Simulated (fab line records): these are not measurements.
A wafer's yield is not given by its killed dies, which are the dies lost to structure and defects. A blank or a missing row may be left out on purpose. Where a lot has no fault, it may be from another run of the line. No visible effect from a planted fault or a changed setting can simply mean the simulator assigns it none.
fab line records    flow n5_finfet
[record] lots = 24  wafers = 72  last_day = 19
route steps=1938 shown BEOL_M2@917 BEOL_M3@966
lots untouched by any fault: they come from a run of this same line in which no faults occurred
start_h: the number of hours between the record's first day and the start of the first shown wafer of the lot    wait_h: hours from the lot's prior step to this one    " unchanged from the row above    L1.1+2: a row that stands for several wafers    - no value present, or no start provided    * or withheld: withheld    < > ~ a bound
route shown NAME@n: names a module that has steps shown in the file, with the first one's number in the route    usual: the fault-free wafers' mean and standard deviation    same: alike in all rows    chamber/n: place in a boat    sites: each site's reading    _std_site: their standard deviation    _edge_site: inner sites' mean taken away from outer sites' mean    radius_mm: how far each site lies from the wafer's centre    mask NAME#n: copy n    behind: the most recent tool/chamber to have shaped the wafer    hold: cause of the lot's hold/its duration in hours/its outcome    device: whichever transistor did not switch (one of n, p or np)    end of line: the same wafers' tests at the end of the route    a step without rows: its recipe alone    killed: at the first sort, the dies lost to defects and structure; wafer yield is something else    map: a wafer's dies, marking killed ones x, the rest . and places with no die _
set.NAME: the setting the step ran with; set.NAME@STEP: the setting that earlier step ran with    model.NAME: the simulator's own value behind a step, which no gauge read
one table for each step of the route and one row for each wafer, over a sample of lots
services: a tool's chamber out of use, with start hour (start_h, from the record's first day; less than 0 if before it), hours out, and reason
[[steps]]
[step N5_BEOL_M2_ANNEAL_93]
[recipe] temp_c = 400  time_s = 240  ambient = vacuum
[usual] heater_power_w = 801/65  susceptor_temp_C = 399.98/0.21
[same] time_s = 240
lot.wafer  tool            chamber  start_h  wait_h  heater_power_w  susceptor_temp_C
L074.1     pvd_sputter-01  -        144.86   0.0     757             400.00
L074.4     "               -        "        "       753             399.95
L074.6     "               -        "        "       914             400.27
L075.2     pvd_sputter-01  -        148.46   0.0     731             400.17
L075.4     "               -        "        "       889             400.09
L075.5     "               -        "        "       763             400.51
L077.1     pvd_sputter-03  -        158.61   0.0     690             399.62
L077.2     "               -        "        "       807             399.85
L077.4     "               -        "        "       903             400.18
L078.1     pvd_sputter-02  -        164.02   0.0     814             399.79
L078.2     "               -        "        "       849             400.18
L078.4     "               -        "        "       750             399.85
L079.1     pvd_sputter-03  -        167.65   0.0     879             399.72
L079.4     "               -        "        "       666             400.17
L079.6     "               -        "        "       783             400.00
L080.2     pvd_sputter-01  -        173.88   0.0     739             399.71
L080.3     "               -        "        "       804             399.90
L080.4     "               -        "        "       901             399.73
L081.3     pvd_sputter-02  -        174.82   0.0     753             400.10
L081.4     "               -        "        "       843             399.78
L081.6     "               -        "        "       787             400.24
L082.3     pvd_sputter-02  -        187.40   0.0     838             400.09
L082.4     "               -        "        "       849             400.00
L082.6     "               -        "        "       749             400.31
L083.2     pvd_sputter-01  -        195.46   0.0     901             400.15
L083.5     "               -        "        "       883             399.97
L083.6     "               -        "        "       764             399.93
L084.1     pvd_sputter-03  -        200.45   0.0     902             399.86
L084.3     "               -        "        "       792             400.03
L084.5     "               -        "        "       653             399.60
L085.2     pvd_sputter-01  -        205.25   0.0     830             399.89
L085.4     "               -        "        "       760             399.78
L085.6     "               -        "        "       880             400.11
L086.1     pvd_sputter-02  -        213.87   0.0     821             399.90
L086.2     "               -        "        "       782             399.74
L086.3     "               -        "        "       770             399.85
L087.1     pvd_sputter-03  -        219.84   0.0     880             399.96
L087.2     "               -        "        "       793             399.83
L087.5     "               -        "        "       674             400.24
L088.1     pvd_sputter-02  -        222.00   0.0     757             400.16
L088.4     "               -        "        "       838             400.24
L088.5     "               -        "        "       761             399.90
L089.1     pvd_sputter-01  -        222.59   0.0     827             399.74
L089.4     "               -        "        "       883             399.93
L089.6     "               -        "        "       745             399.93
L090.1     pvd_sputter-01  -        234.94   0.0     728             399.89
L090.5     "               -        "        "       767             399.96
L090.6     "               -        "        "       885             399.84
L091.1     pvd_sputter-01  -        239.68   0.0     900             400.07
L091.2     "               -        "        "       813             399.82
L091.4     "               -        "        "       751             399.72
L092.2     pvd_sputter-03  -        247.10   0.0     850             400.02
L092.4     "               -        "        "       678             400.26
L092.5     "               -        "        "       835             400.16
L093.2     pvd_sputter-03  -        255.95   0.0     668             400.25
L093.4     "               -        "        "       827             400.30
L093.6     "               -        "        "       840             400.37
L076.2     pvd_sputter-01  -        276.23   0.0     772             399.64
L076.3     "               -        "        "       755             400.14
L076.5     "               -        "        "       875             399.90
L094.4     pvd_sputter-03  -        276.42   0.0     812             399.85
L094.5     "               -        "        "       676             399.94
L094.6     "               -        "        "       810             399.88
L095.1     pvd_sputter-02  -        281.25   0.0     767             400.44
L095.3     "               -        "        "       832             399.93
L095.6     "               -        "        "       862             399.90
L097.1     pvd_sputter-03  -        297.59   0.0     875             400.21
L097.3     "               -        "        "       843             399.75
L097.6     "               -        "        "       668             400.19
L096.1     pvd_sputter-02  -        301.85   0.0     850             400.37
L096.3     "               -        "        "       785             400.18
L096.4     "               -        "        "       842             400.10
[step N5_BEOL_M2_SPUTTER_94]
[recipe] material = Cu  target_thk_a = 45  temp_c = -20  chamber_pressure_pa = 0.07  power_w = withheld  time_s = 8.29
[usual] chuck_sensor_temp_C = -15.9/0.64  susceptor_temp_C = -20.00/0.098  throttle_valve_pct = 29.5/1.2
[same] time_s = 8.29
lot.wafer  tool            chamber  start_h  wait_h  chuck_sensor_temp_C  susceptor_temp_C  throttle_valve_pct
L074.1     pvd_sputter-01  -        145.00   0.1     -15.0                -20.03            28.2
L074.4     "               -        "        "       -15.7                -20.02            28.9
L074.6     "               -        "        "       -16.9                -20.07            29.5
L075.2     pvd_sputter-01  -        148.60   0.1     -15.2                -19.84            28.4
L075.4     "               -        "        "       -17.1                -19.88            29.7
L075.5     "               -        "        "       -15.0                -20.01            28.6
L077.1     pvd_sputter-03  -        158.75   0.1     -16.8                -20.02            27.5
L077.2     "               -        "        "       -15.3                -19.98            28.1
L077.4     "               -        "        "       -15.3                -20.03            29.1
L078.1     pvd_sputter-02  -        164.16   0.1     -15.9                -20.06            30.1
L078.2     "               -        "        "       -16.1                -20.09            29.9
L078.4     "               -        "        "       -16.5                -20.11            31.4
L079.1     pvd_sputter-03  -        167.79   0.1     -15.2                -19.84            28.9
L079.4     "               -        "        "       -16.9                -20.01            27.6
L079.6     "               -        "        "       -15.5                -19.99            28.4
L080.2     pvd_sputter-01  -        174.02   0.1     -15.5                -20.04            28.9
L080.3     "               -        "        "       -16.0                -20.12            31.3
L080.4     "               -        "        "       -17.0                -19.99            29.6
L081.3     pvd_sputter-02  -        174.96   0.1     -16.4                -20.04            31.5
L081.4     "               -        "        "       -15.8                -20.05            29.5
L081.6     "               -        "        "       -16.3                -20.03            31.4
L082.3     pvd_sputter-02  -        187.54   0.1     -15.9                -19.97            29.7
L082.4     "               -        "        "       -16.0                -19.79            29.7
L082.6     "               -        "        "       -16.2                -20.15            29.5
L083.2     pvd_sputter-01  -        195.60   0.1     -17.2                -20.06            29.5
L083.5     "               -        "        "       -17.1                -20.17            29.2
L083.6     "               -        "        "       -15.1                -19.87            28.3
L084.1     pvd_sputter-03  -        200.59   0.1     -15.3                -20.20            28.9
L084.3     "               -        "        "       -15.4                -19.86            28.0
L084.5     "               -        "        "       -16.7                -20.04            27.2
L085.2     pvd_sputter-01  -        205.39   0.1     -15.9                -19.90            31.6
L085.4     "               -        "        "       -15.6                -20.04            29.1
L085.6     "               -        "        "       -17.0                -20.09            29.4
L086.1     pvd_sputter-02  -        214.01   0.1     -15.8                -20.08            29.5
L086.2     "               -        "        "       -16.5                -20.10            31.4
L086.3     "               -        "        "       -16.2                -19.90            29.4
L087.1     pvd_sputter-03  -        219.98   0.1     -15.6                -20.08            29.0
L087.2     "               -        "        "       -15.4                -20.15            28.1
L087.5     "               -        "        "       -16.9                -19.91            27.3
L088.1     pvd_sputter-02  -        222.14   0.1     -16.5                -19.68            31.6
L088.4     "               -        "        "       -16.1                -20.00            29.7
L088.5     "               -        "        "       -16.6                -19.89            31.4
L089.1     pvd_sputter-01  -        222.73   0.1     -15.8                -20.06            31.6
L089.4     "               -        "        "       -17.1                -20.03            29.4
L089.6     "               -        "        "       -15.1                -20.02            28.5
L090.1     pvd_sputter-01  -        235.08   0.1     -15.1                -20.12            28.6
L090.5     "               -        "        "       -15.6                -19.96            28.9
L090.6     "               -        "        "       -17.1                -19.98            29.5
L091.1     pvd_sputter-01  -        239.82   0.1     -17.0                -19.91            29.8
L091.2     "               -        "        "       -15.8                -19.93            31.6
L091.4     "               -        "        "       -15.1                -20.07            28.6
L092.2     pvd_sputter-03  -        247.24   0.1     -15.2                -19.90            30.3
L092.4     "               -        "        "       -16.9                -19.95            27.2
L092.5     "               -        "        "       -15.3                -20.02            30.6
L093.2     pvd_sputter-03  -        256.09   0.1     -16.6                -20.06            27.5
L093.4     "               -        "        "       -15.5                -19.85            28.3
L093.6     "               -        "        "       -15.3                -19.94            30.7
L076.2     pvd_sputter-01  -        276.37   0.1     -15.1                -20.09            28.4
L076.3     "               -        "        "       -15.7                -20.06            29.1
L076.5     "               -        "        "       -17.0                -19.99            29.6
L094.4     pvd_sputter-03  -        276.56   0.1     -15.4                -20.12            28.3
L094.5     "               -        "        "       -16.8                -20.11            27.5
L094.6     "               -        "        "       -15.4                -20.06            28.1
L095.1     pvd_sputter-02  -        281.39   0.1     -16.5                -19.99            31.6
L095.3     "               -        "        "       -16.0                -20.08            29.9
L095.6     "               -        "        "       -16.0                -19.98            29.9
L097.1     pvd_sputter-03  -        297.73   0.1     -15.3                -20.02            28.7
L097.3     "               -        "        "       -15.4                -19.93            30.9
L097.6     "               -        "        "       -16.8                -19.94            27.4
L096.1     pvd_sputter-02  -        301.99   0.1     -16.0                -19.99            29.5
L096.3     "               -        "        "       -16.1                -19.90            29.9
L096.4     "               -        "        "       -15.6                -19.98            29.7
[step N5_BEOL_M2_CMP_52]
[recipe] stop_on = SiOC  t_overpolish_s = 6.8  down_force_psi = 1  platen_rpm = 50  clearing_platen_down_force_psi = 1.5  clearing_platen_rpm = 50  post_cmp_clean = cu_alkaline  target_thk_nm = 40  clearing_platen_pad_velocity_m_s = 0.99484  pad_velocity_m_s = 0.99484
[usual] barrier_field_endpoint_s = 24.9/0.68  motor_current_A = 6.5/0.95  overpolish_run_s = 6.799/0.0088  retaining_ring_pressure_frac = 1.000/0.0048  time_to_endpoint_s = 63/3
lot.wafer  tool    chamber  start_h  wait_h  barrier_field_endpoint_s  motor_current_A  overpolish_run_s  retaining_ring_pressure_frac  time_to_endpoint_s
L074.4     cmp-04  2        145.76   0.2     25.7                      6.5              6.804             0.994                         63
L074.1     "       3        "        "       25.4                      8.1              6.790             1.010                         66
L074.6     "       2        "        "       25.2                      6.2              6.798             1.003                         63
L075.2     cmp-04  1        149.31   0.2     24.3                      5.6              6.802             0.995                         61
L075.4     "       0        "        "       24.6                      6.2              6.796             0.998                         62
L075.5     "       1        "        "       25.2                      6.1              6.778             0.997                         61
L077.2     cmp-04  3        159.46   0.2     24.8                      8.2              6.792             0.996                         64
L077.1     "       0        "        "       24.8                      5.9              6.802             0.995                         63
L077.4     "       1        "        "       24.6                      5.6              6.792             1.002                         62
L078.1     cmp-02  3        164.87   0.3     25.0                      6.7              6.794             1.001                         61
L078.4     "       0        "        "       26.5                      5.1              6.801             1.009                         65
L078.2     "       2        "        "       24.8                      6.7              6.802             0.991                         60
L079.1     cmp-02  2        168.51   0.3     24.1                      7.0              6.805             1.004                         61
L079.4     "       3        "        "       24.5                      6.7              6.807             1.003                         63
L079.6     "       3        "        "       25.4                      6.7              6.790             0.997                         64
L080.2     cmp-02  3        174.73   0.2     24.5                      6.8              6.788             0.998                         61
L080.4     "       0        "        "       25.6                      5.0              6.797             1.000                         63
L080.3     "       1        "        "       24.1                      7.9              6.794             1.003                         57
L081.3     cmp-03  1        175.91   0.2     24.0                      4.9              6.807             0.997                         64
L081.4     "       2        "        "       25.7                      5.7              6.799             1.003                         72
L081.6     "       2        "        "       25.6                      5.5              6.794             0.995                         68
L082.3     cmp-02  3        188.35   0.2     24.9                      6.7              6.818             1.004                         64
L082.4     "       0        "        "       24.9                      4.9              6.795             0.995                         64
L082.6     "       3        "        "       25.3                      6.8              6.802             1.011                         65
L083.2     cmp-04  0        196.35   0.2     24.3                      6.2              6.797             0.997                         62
L083.5     "       3        "        "       25.3                      8.1              6.795             1.003                         64
L083.6     "       0        "        "       25.0                      6.2              6.796             1.006                         65
L084.3     cmp-04  3        201.37   0.2     25.0                      8.0              6.799             0.997                         68
L084.1     "       0        "        "       24.2                      6.4              6.803             0.995                         68
L084.5     "       1        "        "       24.8                      5.9              6.795             0.994                         65
L085.4     cmp-04  1        206.25   0.3     24.7                      5.6              6.809             0.994                         63
L085.2     "       2        "        "       24.2                      6.2              6.805             0.999                         63
L085.6     "       0        "        "       24.9                      6.0              6.808             1.000                         65
L086.2     cmp-02  1        214.97   0.2     25.8                      8.0              6.805             0.998                         66
L086.3     "       3        "        "       26.1                      7.1              6.802             1.000                         68
L086.1     "       0        "        "       26.2                      5.1              6.792             0.991                         67
L087.1     cmp-04  1        220.92   0.5     24.6                      5.5              6.787             1.004                         62
L087.2     "       2        "        "       24.3                      6.7              6.813             0.997                         63
L087.5     "       1        "        "       25.2                      5.7              6.799             1.006                         66
L088.4     cmp-04  1        222.93   0.2     25.0                      5.7              6.793             1.008                         63
L088.1     "       2        "        "       25.1                      6.4              6.803             0.994                         64
L088.5     "       0        "        "       25.8                      5.9              6.809             0.995                         68
L089.4     cmp-04  2        223.57   0.2     24.7                      6.9              6.783             0.996                         63
L089.1     "       3        "        "       24.3                      7.8              6.786             0.993                         65
L089.6     "       1        "        "       24.8                      5.4              6.792             1.001                         60
L090.1     cmp-02  3        235.87   0.3     24.5                      7.2              6.806             0.997                         66
L090.6     "       1        "        "       23.9                      8.1              6.806             0.994                         62
L090.5     "       2        "        "       24.5                      7.1              6.802             1.000                         64
L091.4     cmp-04  2        240.53   0.1     24.8                      6.2              6.782             1.000                         61
L091.1     "       3        "        "       25.8                      8.1              6.788             0.994                         63
L091.2     "       1        "        "       24.5                      5.8              6.806             0.989                         62
L092.2     cmp-02  3        247.99   0.2     25.2                      6.5              6.785             0.994                         69
L092.4     "       1        "        "       25.1                      7.8              6.793             0.997                         68
L092.5     "       3        "        "       25.5                      6.8              6.783             1.002                         68
L093.2     cmp-04  0        256.85   0.2     24.2                      6.1              6.809             1.004                         59
L093.4     "       1        "        "       24.0                      6.0              6.793             1.015                         59
L093.6     "       3        "        "       25.0                      8.0              6.801             1.002                         64
L094.4     cmp-04  3        277.31   0.2     24.2                      8.0              6.785             1.005                         61
L094.6     "       2        "        "       24.4                      6.2              6.804             0.991                         58
L094.5     "       3        "        "       25.1                      8.0              6.813             0.995                         63
L076.3     cmp-02  0        277.35   0.3     24.4                      5.2              6.798             0.993                         62
L076.2     "       1        "        "       23.4                      7.5              6.809             1.006                         57
L076.5     "       1        "        "       23.3                      8.3              6.800             1.001                         59
L095.1     cmp-03  0        282.20   0.3     23.5                      6.3              6.794             0.999                         56
L095.3     "       1        "        "       24.2                      4.9              6.791             0.995                         62
L095.6     "       0        "        "       23.8                      6.1              6.810             1.004                         56
L097.3     cmp-03  2        298.49   0.2     25.8                      5.7              6.803             1.000                         68
L097.1     "       0        "        "       24.2                      6.7              6.800             1.001                         57
L097.6     "       1        "        "       25.0                      5.0              6.808             1.006                         63
L096.3     cmp-04  3        302.70   0.2     25.2                      7.9              6.810             0.999                         63
L096.1     "       0        "        "       24.7                      6.0              6.791             0.996                         62
L096.4     "       2        "        "       24.7                      6.4              6.806             0.994                         60
[step N5_BEOL_M2_RS_MEAS_58]
[recipe] thk_meas_gauge = four-point-probe  reads = Co_of_BEOL_M2_CO_CAP_55+Cu_of_BEOL_M2_ECD_50+Co_of_BEOL_M2_CVD_47+TaN_of_BEOL_M2_ALD_84
[usual] M2_RS = 0.68/0.032
lot.wafer  tool           chamber  start_h  wait_h  M2_RS[ohm/sq]
L074.1     film_metro-01  -        146.31   0.1     0.71
L074.4     "              -        "        "       0.69
L074.6     "              -        "        "       0.71
L075.2     film_metro-01  -        149.87   0.1     0.66
L075.4     "              -        "        "       0.68
L075.5     "              -        "        "       0.67
L077.1     film_metro-01  -        160.02   0.0     0.66
L077.2     "              -        "        "       0.70
L077.4     "              -        "        "       0.70
L078.1     film_metro-02  -        165.43   0.0     0.62
L078.2     "              -        "        "       0.65
L078.4     "              -        "        "       0.64
L079.1     film_metro-01  -        169.06   0.0     0.68
L079.4     "              -        "        "       0.71
L079.6     "              -        "        "       0.72
L080.2     film_metro-01  -        175.29   0.1     0.65
L080.3     "              -        "        "       0.71
L080.4     "              -        "        "       0.64
L081.3     film_metro-02  -        176.47   0.1     0.68
L081.4     "              -        "        "       0.67
L081.6     "              -        "        "       0.64
L082.3     film_metro-01  -        188.93   0.1     0.63
L082.4     "              -        "        "       0.63
L082.6     "              -        "        "       0.67
L083.2     film_metro-01  -        196.87   0.1     0.67
L083.5     "              -        "        "       0.66
L083.6     "              -        "        "       0.67
L084.1     film_metro-02  -        201.85   0.0     0.64
L084.3     "              -        "        "       0.64
L084.5     "              -        "        "       0.66
L085.2     film_metro-02  -        206.77   0.1     0.71
L085.4     "              -        "        "       0.69
L085.6     "              -        "        "       0.71
L086.1     film_metro-02  -        215.58   0.0     0.71
L086.2     "              -        "        "       0.70
L086.3     "              -        "        "       0.66
L087.1     film_metro-01  -        221.47   0.0     0.69
L087.2     "              -        "        "       0.71
L087.5     "              -        "        "       0.68
L088.1     film_metro-01  -        223.44   0.1     0.70
L088.4     "              -        "        "       0.70
L088.5     "              -        "        "       0.69
L089.1     film_metro-02  -        224.09   0.0     0.72
L089.4     "              -        "        "       0.69
L089.6     "              -        "        "       0.67
L090.1     film_metro-02  -        236.34   0.0     0.65
L090.5     "              -        "        "       0.72
L090.6     "              -        "        "       0.75
L091.1     film_metro-02  -        241.12   0.1     0.68
L091.2     "              -        "        "       0.67
L091.4     "              -        "        "       0.77
L092.2     film_metro-02  -        248.51   0.1     0.66
L092.4     "              -        "        "       0.73
L092.5     "              -        "        "       0.63
L093.2     film_metro-02  -        257.36   0.1     0.71
L093.4     "              -        "        "       0.68
L093.6     "              -        "        "       0.70
L094.4     film_metro-01  -        277.83   0.0     0.65
L094.5     "              -        "        "       0.70
L094.6     "              -        "        "       0.67
L076.2     film_metro-01  -        277.94   0.1     0.68
L076.3     "              -        "        "       0.62
L076.5     "              -        "        "       0.65
L095.1     film_metro-01  -        282.91   0.1     0.73
L095.3     "              -        "        "       0.67
L095.6     "              -        "        "       0.77
L097.1     film_metro-02  -        299.06   0.0     0.65
L097.3     "              -        "        "       0.67
L097.6     "              -        "        "       0.64
L096.1     film_metro-02  -        303.31   0.0     0.66
L096.3     "              -        "        "       0.67
L096.4     "              -        "        "       0.68
[step N5_BEOL_M3_CD_MEAS_28]
[recipe] target_cd_nm = 25.7  landing_energy_ev = 500  detector = se_inlens  target_cd_y_nm = 23.3  polarity = opening
[usual] cd_nm = 25.78/0.24
lot.wafer  tool       chamber  start_h  wait_h  cd_nm
L074.1     cd_sem-03  0        148.09   -       25.94
L074.4     "          0        "        "       25.92
L074.6     "          0        "        "       25.79
L075.2     cd_sem-03  0        152.31   -       25.62
L075.4     "          0        "        "       25.22
L075.5     "          0        "        "       25.35
L077.1     cd_sem-01  0        162.97   -       25.91
L077.2     "          0        "        "       25.91
L077.4     "          0        "        "       25.83
L078.1     cd_sem-01  0        167.22   -       25.51
L078.2     "          0        "        "       25.88
L078.4     "          0        "        "       25.84
L079.1     cd_sem-01  0        171.57   -       25.94
L079.4     "          0        "        "       25.89
L079.6     "          0        "        "       26.36
L080.2     cd_sem-01  0        178.22   -       25.76
L080.3     "          0        "        "       25.54
L080.4     "          0        "        "       25.87
L081.3     cd_sem-02  0        178.59   -       25.69
L081.4     "          0        "        "       25.66
L081.6     "          0        "        "       25.51
L082.3     cd_sem-03  0        191.51   -       25.88
L082.4     "          0        "        "       25.96
L082.6     "          0        "        "       25.80
L083.2     cd_sem-01  0        199.37   -       25.75
L083.5     "          0        "        "       25.63
L083.6     "          0        "        "       25.99
L084.1     cd_sem-01  0        204.69   -       25.70
L084.3     "          0        "        "       25.78
L084.5     "          0        "        "       25.87
L085.2     cd_sem-03  0        210.53   -       25.56
L085.4     "          0        "        "       25.60
L085.6     "          0        "        "       25.50
L086.1     cd_sem-03  0        217.76   -       25.43
L086.2     "          0        "        "       25.99
L086.3     "          0        "        "       25.86
L087.1     cd_sem-01  0        225.06   -       25.73
L087.2     "          0        "        "       25.61
L087.5     "          0        "        "       25.76
L088.1     cd_sem-01  0        225.40   -       25.93
L088.4     "          0        "        "       25.96
L088.5     "          0        "        "       25.63
L089.1     cd_sem-03  0        226.19   -       25.64
L089.4     "          0        "        "       25.77
L089.6     "          0        "        "       25.44
L090.1     cd_sem-02  0        238.74   -       25.77
L090.5     "          0        "        "       25.90
L090.6     "          0        "        "       25.76
L091.1     cd_sem-02  0        242.86   -       25.71
L091.2     "          0        "        "       26.21
L091.4     "          0        "        "       26.12
L092.2     cd_sem-02  0        250.53   -       25.61
L092.4     "          0        "        "       25.52
L092.5     "          0        "        "       26.29
L093.2     cd_sem-02  0        259.08   -       25.98
L093.4     "          0        "        "       26.24
L093.6     "          0        "        "       25.65
L094.4     cd_sem-01  0        280.38   -       25.60
L094.5     "          0        "        "       25.62
L094.6     "          0        "        "       26.05
L076.2     cd_sem-03  0        280.60   -       25.77
L076.3     "          0        "        "       25.53
L076.5     "          0        "        "       25.88
L095.1     cd_sem-03  0        286.85   -       25.38
L095.3     "          0        "        "       25.26
L095.6     "          0        "        "       25.38
L097.1     cd_sem-02  0        301.20   -       25.77
L097.3     "          0        "        "       26.17
L097.6     "          0        "        "       25.75
L096.1     cd_sem-03  0        308.15   -       25.96
L096.3     "          0        "        "       25.78
L096.4     "          0        "        "       25.90
[step N5_BEOL_M3_VIA_ETCH_34]
[recipe] chemistry = C4F6/O2  target_depth_a = 694  mask_material = SOC  pressure_mtorr = 15  ion_energy_ev = 250  taper_deg = 4  time_s = 65.9  source_w = 350  bias_w = 170  Ar_flow_sccm = 300  C4F6_flow_sccm = 10  O2_flow_sccm = 10
[usual] drypump_motor_current_A = 5.5/0.37  oes_product_au = 0.79/0.083  rf_vpp_V = 671/16  showerhead_plenum_p_Torr = 2.88/0.096  throttle_valve_pct = 30.95/0.24
[same] time_s = 65.9
lot.wafer  tool         chamber  start_h  wait_h  drypump_motor_current_A  oes_product_au  rf_hours_counter_h  rf_vpp_V  showerhead_plenum_p_Torr  throttle_valve_pct
L074.1     rie_diel-04  1        151.00   0.0     5.0                      0.75            138                 681       2.96                      30.95
L074.4     "            1        "        "       5.0                      0.75            -                   681       2.96                      30.97
L074.6     "            0        "        "       5.4                      0.74            -                   687       2.96                      30.50
L075.2     rie_diel-02  0        153.00   0.0     5.6                      0.79            100                 658       2.89                      31.14
L075.4     "            2        "        "       5.7                      0.76            148                 695       2.96                      30.80
L075.5     "            0        "        "       5.6                      0.79            -                   661       2.89                      31.16
L077.1     rie_diel-05  3        164.62   0.0     5.4                      0.75            167                 668       2.75                      30.86
L077.2     "            1        "        "       6.2                      0.82            78                  671       2.87                      30.84
L077.4     "            2        "        "       5.7                      0.75            147                 635       2.70                      30.71
L078.1     rie_diel-05  3        169.55   0.0     5.4                      0.75            168                 669       2.75                      30.87
L078.2     "            0        "        "       5.0                      0.67            246                 683       2.93                      31.42
L078.4     "            2        "        "       5.7                      0.75            148                 636       2.70                      30.67
L079.1     rie_diel-04  2        175.07   0.0     5.0                      0.95            5                   683       2.92                      31.03
L079.4     "            3        "        "       5.4                      0.68            226                 676       2.79                      30.80
L079.6     "            3        "        "       5.4                      0.68            -                   676       2.79                      30.81
L080.2     rie_diel-02  1        182.21   0.0     6.1                      0.88            47                  668       2.90                      31.31
L080.3     "            0        "        "       5.6                      0.78            108                 658       2.88                      31.17
L080.4     "            3        "        "       5.7                      0.92            15                  656       3.05                      30.91
L081.3     rie_diel-05  1        182.34   0.0     6.1                      0.82            83                  673       2.86                      30.85
L081.4     "            3        "        "       5.4                      0.76            -                   669       2.75                      30.86
L081.6     "            1        "        "       6.2                      0.82            -                   670       2.86                      30.87
L082.3     rie_diel-04  1        197.56   0.0     5.0                      0.73            151                 679       2.96                      30.98
L082.4     "            2        "        "       5.0                      0.93            12                  684       2.92                      31.04
L082.6     "            0        "        "       5.5                      0.73            -                   687       2.95                      30.53
L083.2     rie_diel-05  3        203.23   0.0     5.4                      0.73            182                 669       2.75                      30.87
L083.5     "            1        "        "       6.2                      0.80            -                   673       2.86                      30.86
L083.6     "            3        "        "       5.4                      0.74            -                   669       2.75                      30.88
L084.1     rie_diel-02  2        211.38   0.0     5.7                      0.76            162                 696       2.95                      30.83
L084.3     "            3        "        "       5.8                      0.92            22                  658       3.04                      30.95
L084.5     "            0        "        "       5.6                      0.77            -                   659       2.88                      31.17
L085.2     rie_diel-04  2        213.88   0.0     5.0                      0.92            17                  684       2.92                      31.03
L085.4     "            1        "        "       5.0                      0.72            156                 679       2.95                      30.97
L085.6     "            0        "        "       5.4                      0.73            -                   686       2.95                      30.53
L086.1     rie_diel-02  0        219.66   0.0     5.5                      0.77            116                 659       2.88                      31.15
L086.2     "            2        "        "       5.7                      0.75            164                 696       2.95                      30.84
L086.3     "            3        "        "       5.7                      0.91            23                  656       3.04                      30.95
L087.1     rie_diel-02  0        227.17   0.0     5.6                      0.77            119                 660       2.88                      31.17
L087.2     "            3        "        "       5.7                      0.89            26                  657       3.04                      30.94
L087.5     "            0        "        "       5.5                      0.77            -                   660       2.88                      31.18
L088.1     rie_diel-05  0        232.62   0.0     5.0                      0.94            9                   684       2.92                      31.36
L088.4     "            2        "        "       5.6                      0.72            -                   635       2.69                      30.73
L088.5     "            0        "        "       5.0                      0.95            -                   683       2.92                      31.35
L089.1     rie_diel-05  1        236.26   0.0     6.2                      0.79            100                 672       2.85                      30.89
L089.4     "            3        "        "       5.4                      0.73            194                 669       2.74                      30.88
L089.6     "            2        "        "       5.8                      0.73            -                   634       2.69                      30.73
L090.1     rie_diel-02  2        240.44   0.0     5.7                      0.74            171                 697       2.95                      30.83
L090.5     "            2        "        "       5.7                      0.74            -                   695       2.95                      30.83
L090.6     "            3        "        "       5.7                      0.89            -                   658       3.04                      30.94
L091.1     rie_diel-04  0        243.64   0.0     5.4                      0.73            213                 687       2.94                      30.53
L091.2     "            2        "        "       5.0                      0.89            29                  681       2.91                      31.06
L091.4     "            1        "        "       5.0                      0.72            159                 680       2.95                      30.97
L093.2     rie_diel-02  0        269.84   0.0     5.6                      0.77            130                 657       2.87                      31.18
L093.4     "            1        "        "       6.0                      0.86            68                  666       2.89                      31.34
L093.6     "            2        "        "       5.7                      0.74            -                   695       2.95                      30.84
L092.2     rie_diel-04  1        269.88   0.0     5.0                      0.72            165                 678       2.95                      30.99
L092.4     "            2        "        "       5.0                      0.88            35                  682       2.91                      31.06
L092.5     "            0        "        "       5.4                      0.72            -                   689       2.94                      30.53
L094.4     rie_diel-05  3        281.72   0.0     5.4                      0.73            202                 669       2.74                      30.90
L094.5     "            0        "        "       5.0                      0.92            -                   681       2.91                      31.37
L094.6     "            1        "        "       6.2                      0.78            -                   673       2.85                      30.90
L076.2     rie_diel-02  0        281.81   0.0     5.6                      0.76            133                 658       2.87                      31.18
L076.3     "            2        "        "       5.7                      0.74            183                 695       2.94                      30.83
L076.5     "            1        "        "       6.1                      0.85            -                   667       2.89                      31.34
L095.1     rie_diel-02  3        292.58   0.0     5.7                      0.87            44                  656       3.03                      30.98
L095.3     "            0        "        "       5.6                      0.76            136                 659       2.87                      31.19
L095.6     "            3        "        "       5.7                      0.88            -                   656       3.03                      30.97
L097.1     rie_diel-05  0        302.41   0.0     4.9                      0.90            27                  682       2.91                      31.38
L097.3     "            2        "        "       5.7                      0.72            192                 634       2.68                      30.75
L097.6     "            1        "        "       6.2                      0.77            -                   671       2.85                      30.90
L096.1     rie_diel-04  3        310.13   0.0     5.4                      0.91            12                  676       2.78                      30.68
L096.3     "            2        "        "       4.9                      0.85            47                  681       2.90                      31.06
L096.4     "            0        "        "       5.5                      0.70            231                 686       2.93                      30.55
[[services]]
tool            chamber  start_h  hours  kind
rie_diel-05     2        128.71   1.6    repair
cmp-02          -        135.10   3.0    pm
cmp-04          -        135.93   2.8    repair
pvd_sputter-01  -        136.42   1.1    repair
rie_diel-05     -        139.60   0.4    repair
pvd_sputter-03  -        159.89   2.5    repair
cmp-04          -        173.75   4.0    pm
rie_diel-02     -        180.09   1.3    repair
cmp-04          -        194.82   0.4    repair
cmp-02          -        202.24   0.3    repair
cmp-02          -        204.88   4.0    pm
rie_diel-05     1        213.02   4.7    repair
rie_diel-04     1        214.95   6.7    repair
cmp-02          -        222.61   6.2    repair
rie_diel-05     1        230.47   5.5    repair
rie_diel-02     1        230.65   2.4    repair
cmp-04          -        247.56   1.2    repair
cmp-04          -        255.29   0.5    repair
cmp-04          -        261.01   0.4    repair
rie_diel-05     3        263.47   13.5   repair
cmp-02          -        287.89   2.3    repair
rie_diel-02     3        294.20   9.6    repair
pvd_sputter-02  -        302.85   7.1    repair
cmp-04          -        308.56   6.1    pm
[[key]]
fault none
